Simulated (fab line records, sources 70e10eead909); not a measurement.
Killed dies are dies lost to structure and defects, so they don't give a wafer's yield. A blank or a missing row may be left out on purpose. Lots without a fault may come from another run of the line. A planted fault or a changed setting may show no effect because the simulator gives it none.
Which tool did it? | flow nand_harc | 14 lots, 42 wafers sampled, at 5 steps of a route of 1302

WHAT THE GAUGES READ, wafer by wafer
NHARC_A_BONDPAD_CD_MEAS_13. Usual: cd_nm 499.2 nm, standard deviation 1.8.
lot  | measured     | on        | cd_nm (nm)        | flag
L317 | day 23 14:32 | cd_sem-01 | 500.4 501.4 497.6 |
L318 | day 23 13:23 | cd_sem-02 | 498.3 499.6 499.2 |
L319 | day 23 12:56 | cd_sem-03 | 499.8 499.1 495.1 |
L320 | day 24 04:35 | cd_sem-02 | 498.3 500.6 500.5 |
L322 | day 25 15:50 | cd_sem-02 | 498.7 500.0 500.7 |
L321 | day 24 18:23 | cd_sem-03 | 497.0 501.9 499.3 |
L325 | day 25 21:54 | cd_sem-02 | 500.1 498.6 499.2 |
L326 | day 27 06:41 | cd_sem-01 | 498.3 499.3 500.7 |
L329 | day 28 06:16 | cd_sem-02 | 499.9 500.1 499.7 |
L331 | day 29 01:15 | cd_sem-02 | 496.6 498.1 498.5 |
L334 | day 29 08:53 | cd_sem-02 | 499.0             |
L336 | day 31 10:29 | cd_sem-01 | 498.8 501.0 500.5 |
L337 | day 31 09:44 | cd_sem-02 | 497.3 500.0       |
L338 | day 31 05:16 | cd_sem-03 | 498.9 498.6 499.8 |

NHARC_END_SORT_01. Usual: defect_limited_yield 91.2 %, standard deviation 2.6; killed_at_array 55, standard deviation 17; killed_at_other 1.1, standard deviation 1.6; killed_at_periphery 3.8, standard deviation 2.5; killed_dies 60, standard deviation 18; killed_open 3.3, standard deviation 1.9; killed_short 2.5, standard deviation 1.7.
lot  | measured     | on        | defect_limited_yield (%) | killed_at_array | killed_at_other | killed_at_periphery | killed_dies | killed_open | killed_short | flag
L326 | day 28 11:47 | prober-02 | 96.0 95.6 96.6           | 18 19 15        | 6 7 4           | 3 4 4               | 27 30 23    | 5 3 3       | 2 1 1        |
L334 | day 30 15:14 | prober-01 | 0 87.0 0                 | 63 86 78        | 0 0 0           | 614 2 599           | 677 88 677  | 2 3 5       | 5 1 3        | OFF
L337 | day 32 20:58 | prober-02 | 0 93.8 96.0              | 26 39 22        | 1 2 0           | 650 1 5             | 677 42 27   | 7 4 1       | 1 2 3        | OFF

WHICH TOOL RAN EACH LOT (tool, then ch and the chambers of the sampled wafers, then the start)
lot  | NHARC_P_M2_PVD_21            | NHARC_A_BONDPAD_DEGAS_25     | NHARC_THIN_TSV_STRIP_62
L317 | pvd_sputter-02, day 6 15:46  | pvd_sputter-02, day 23 15:13 | plasma_asher-01 ch 0,1, day 24 08:24
L318 | pvd_sputter-01, day 6 21:53  | pvd_sputter-03, day 23 14:03 | plasma_asher-01 ch 0,1, day 24 07:22
L319 | pvd_sputter-01, day 7 07:49  | pvd_sputter-02, day 23 13:37 | plasma_asher-02 ch 0,1, day 24 06:06
L320 | pvd_sputter-03, day 7 18:11  | pvd_sputter-02, day 24 05:14 | plasma_asher-02 ch 1, day 24 22:56
L322 | pvd_sputter-01, day 8 07:31  | pvd_sputter-01, day 25 16:28 | plasma_asher-01 ch 0,1, day 26 12:20
L321 | pvd_sputter-01, day 8 08:19  | pvd_sputter-03, day 24 19:01 | plasma_asher-01 ch 1, day 25 13:20
L325 | pvd_sputter-02, day 9 18:43  | pvd_sputter-03, day 25 22:32 | plasma_asher-01 ch 0,1, day 26 13:18
L326 | pvd_sputter-03, day 10 08:03 | pvd_sputter-02, day 27 07:20 | plasma_asher-02 ch 0,1, day 27 22:50
L329 | pvd_sputter-02, day 11 19:09 | pvd_sputter-03, day 28 06:54 | plasma_asher-01 ch 0,1, day 29 00:32
L331 | pvd_sputter-03, day 12 16:32 | pvd_sputter-03, day 29 01:53 | plasma_asher-01 ch 1, day 29 18:41
L334 | pvd_sputter-03, day 13 15:16 | pvd_sputter-03, day 29 09:32 | plasma_asher-02 ch 0, day 30 00:36
L336 | pvd_sputter-01, day 14 23:52 | pvd_sputter-01, day 31 11:19 | plasma_asher-02 ch 0, day 32 07:52
L337 | pvd_sputter-03, day 15 00:21 | pvd_sputter-01, day 31 10:23 | plasma_asher-02 ch 0,1, day 32 06:44
L338 | pvd_sputter-01, day 15 05:52 | pvd_sputter-03, day 31 05:53 | plasma_asher-02 ch 0,1, day 32 05:37
- NHARC_P_M2_PVD_21: deposits Cu, target thk 30 nm, time 20.49 s.
- NHARC_A_BONDPAD_DEGAS_25: time 60 s.
- NHARC_THIN_TSV_STRIP_62: strips in N2/H2, time 20 s.

WHAT THE TOOLS THEMSELVES READ (means of the sampled wafers that have a number; where no wafer has one, the mark that the record gives instead)
NHARC_P_M2_PVD_21. Usual: substrate_temp_c 30.00 C, standard deviation 0.12; throttle_valve_pct 29.6 %, standard deviation 0.77.
lot  | tool           | substrate_temp_c (C) | throttle_valve_pct (%) | flag
L317 | pvd_sputter-02 | 30.18                | 30.4                   |
L318 | pvd_sputter-01 | 30.05                | 30.0                   |
L319 | pvd_sputter-01 | 29.90                | 29.4                   |
L320 | pvd_sputter-03 | 30.03                | 29.6                   |
L322 | pvd_sputter-01 | 29.92                | 29.3                   |
L321 | pvd_sputter-01 | 29.97                | 29.4                   |
L325 | pvd_sputter-02 | 29.99                | 30.0                   |
L326 | pvd_sputter-03 | 30.07                | 29.3                   |
L329 | pvd_sputter-02 | 29.92                | 30.0                   |
L331 | pvd_sputter-03 | 30.00                | 29.1                   |
L334 | pvd_sputter-03 | 30.11                | 29.1                   |
L336 | pvd_sputter-01 | 30.01                | 29.8                   |
L337 | pvd_sputter-03 | 30.10                | 29.2                   |
L338 | pvd_sputter-01 | 29.91                | 29.4                   |

NHARC_A_BONDPAD_DEGAS_25. Usual: heater_power_w 471 W, standard deviation 51.
lot  | tool           | heater_power_w (W) | flag
L317 | pvd_sputter-02 | 459                |
L318 | pvd_sputter-03 | 434                |
L319 | pvd_sputter-02 | 465                |
L320 | pvd_sputter-02 | 437                |
L322 | pvd_sputter-01 | 484                |
L321 | pvd_sputter-03 | 432                |
L325 | pvd_sputter-03 | 479                |
L326 | pvd_sputter-02 | 472                |
L329 | pvd_sputter-03 | 465                |
L331 | pvd_sputter-03 | 449                |
L334 | pvd_sputter-03 | 566                |
L336 | pvd_sputter-01 | 459                |
L337 | pvd_sputter-01 | 481                |
L338 | pvd_sputter-03 | 470                |

NHARC_THIN_TSV_STRIP_62. Usual: drypump_motor_current_A 5.6 A, standard deviation 0.52; heater_power_w 318 W, standard deviation 19.
lot  | tool            | drypump_motor_current_A (A) | heater_power_w (W) | flag
L317 | plasma_asher-01 | 5.9                         | 340                |
L318 | plasma_asher-01 | 5.9                         | 335                |
L319 | plasma_asher-02 | 5.1                         | 299                |
L320 | plasma_asher-02 | 5.2                         | 303                |
L322 | plasma_asher-01 | 5.9                         | 338                |
L321 | plasma_asher-01 | 6.3                         | 341                |
L325 | plasma_asher-01 | 5.9                         | 337                |
L326 | plasma_asher-02 | 5.1                         | 302                |
L329 | plasma_asher-01 | 6.1                         | 338                |
L331 | plasma_asher-01 | 6.3                         | 342                |
L334 | plasma_asher-02 | 5.0                         | 304                |
L336 | plasma_asher-02 | 5.0                         | 303                |
L337 | plasma_asher-02 | 5.1                         | 298                |
L338 | plasma_asher-02 | 5.1                         | 297                |

THE ANSWER, worked out from the rows above alone
Rule: a lot is off if the mean of its wafers that have a number lies more than 3 standard deviations from the usual mean. A lot without any number at a reading at which 4 lots or more have one is off too. The other lots that the step has rows for count as sound. The gauges are gone through in route order, then the tools' own readings, and for those a lot's mean is taken as printed above. The first step at which some lot is off is used, and at that step the reading that is off furthest; a lot without a number counts as furthest.
Off: L334, L337, at NHARC_END_SORT_01 (killed_at_periphery). Neither off nor sound, because the step has no rows for them: L317, L318, L319, L320, L322, L321, L325, L329, L331, L336, L338.
A tool fits if, at a process step before that reading, it ran every lot that is off, and no sound lot after the first of them. The gauges at NHARC_END_SORT_01 are tried like those tools. Can't be told from this: 2 tools fit, pvd_sputter-03 at NHARC_P_M2_PVD_21, plasma_asher-02 at NHARC_THIN_TSV_STRIP_62.

WHAT THE SIMULATOR HAD PUT IN
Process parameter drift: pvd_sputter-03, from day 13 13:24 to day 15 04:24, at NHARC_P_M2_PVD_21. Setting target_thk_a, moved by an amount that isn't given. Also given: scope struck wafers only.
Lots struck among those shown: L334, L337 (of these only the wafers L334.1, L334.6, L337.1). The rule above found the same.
